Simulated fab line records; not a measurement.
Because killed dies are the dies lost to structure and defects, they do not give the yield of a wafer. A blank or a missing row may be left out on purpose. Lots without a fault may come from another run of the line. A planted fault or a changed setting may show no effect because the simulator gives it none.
Which tool is to blame? | flow nand_harc | 13 lots, 39 wafers sampled, at 2 steps of a route of 1159

== WHAT THE GAUGES READ, wafer by wafer ==
NHARC_A_M1_INSPECT_27.
lot  | measured     | on                | raw_defect_count
L325 | day 18 10:23 | defect_inspect-01 | 593 288 493
L326 | day 18 20:14 | defect_inspect-02 | 415 443 389
L327 | day 19 00:34 | defect_inspect-01 | 484 464 491
L329 | day 19 14:29 | defect_inspect-01 | 377 515 572
L331 | day 20 02:28 | defect_inspect-02 | 373 473 301
L332 | day 21 00:47 | defect_inspect-02 | 351 300 297
L337 | day 21 22:41 | defect_inspect-01 | 416 690 546
L338 | day 22 06:53 | defect_inspect-02 | 352 376 322
L342 | day 22 08:04 | defect_inspect-01 | 359 503 450
L340 | day 22 15:14 | defect_inspect-01 | 539 614 609
L341 | day 22 15:32 | defect_inspect-01 | 495 1065 417
L343 | day 22 23:47 | defect_inspect-02 | 633 370 503
L345 | day 23 12:14 | defect_inspect-02 | 360 323 377

== TOOL THAT RAN EACH LOT (tool first, then ch and the chambers of the sampled wafers, then the start) ==
lot  | NHARC_A_M1_PVD_21
L325 | pvd_sputter-01, day 18 10:23 or earlier
L326 | pvd_sputter-01, day 18 20:14 or earlier
L327 | pvd_sputter-02, day 19 00:34 or earlier
L329 | pvd_sputter-03, day 19 14:29 or earlier
L331 | pvd_sputter-01, day 20 02:28 or earlier
L332 | pvd_sputter-02, day 21 00:47 or earlier
L337 | pvd_sputter-01, day 21 22:41 or earlier
L338 | pvd_sputter-02, day 22 06:53 or earlier
L342 | pvd_sputter-03, day 22 08:04 or earlier
L340 | pvd_sputter-02, day 22 15:14 or earlier
L341 | pvd_sputter-03, day 22 15:32 or earlier
L343 | pvd_sputter-03, day 22 23:47 or earlier
L345 | pvd_sputter-03, day 23 12:14 or earlier
- NHARC_A_M1_PVD_21: deposits Cu, target thk 30 nm, time 20.49 s.

== AS READ BY THE TOOLS THEMSELVES (means over the sampled wafers that have a number; for cases with no such wafer, the mark the record gives instead) ==
NHARC_A_M1_PVD_21.
lot  | tool           | throttle_valve_pct (%)
L325 | pvd_sputter-01 | 29.6
L326 | pvd_sputter-01 | 28.8
L327 | pvd_sputter-02 | 29.7
L329 | pvd_sputter-03 | 29.1
L331 | pvd_sputter-01 | 29.5
L332 | pvd_sputter-02 | 29.0
L337 | pvd_sputter-01 | 29.5
L338 | pvd_sputter-02 | 29.3
L342 | pvd_sputter-03 | 29.2
L340 | pvd_sputter-02 | 29.1
L341 | pvd_sputter-03 | 29.0
L343 | pvd_sputter-03 | 28.7
L345 | pvd_sputter-03 | 29.4

== THE ANSWER, worked out from the rows above alone ==
Rule: usual is defined by the lots themselves. The widest of any qualifying gaps counts: lots, ordered by their means at a reading, are off when they make up no more than a third of the lots, leave a main group of 4 or more, and stand apart from it by 3 or more times the standard deviation of that group's means. Not used: any main group whose means are identical at the precision the tables above print for the reading. A lot without any number at a reading at which 4 lots or more have one is off too. Where the step has rows for the other lots, those lots are counted as sound. First the gauges in route order, then the tools' own readings, where a lot's mean is used as printed above. The first step at which some lot is off is used, and at that step the reading that is off furthest; a lot without a number counts as furthest.
No lot is off on any of the readings shown, so nothing can be concluded from this.

== WHAT THE SIMULATOR HAD PUT IN ==
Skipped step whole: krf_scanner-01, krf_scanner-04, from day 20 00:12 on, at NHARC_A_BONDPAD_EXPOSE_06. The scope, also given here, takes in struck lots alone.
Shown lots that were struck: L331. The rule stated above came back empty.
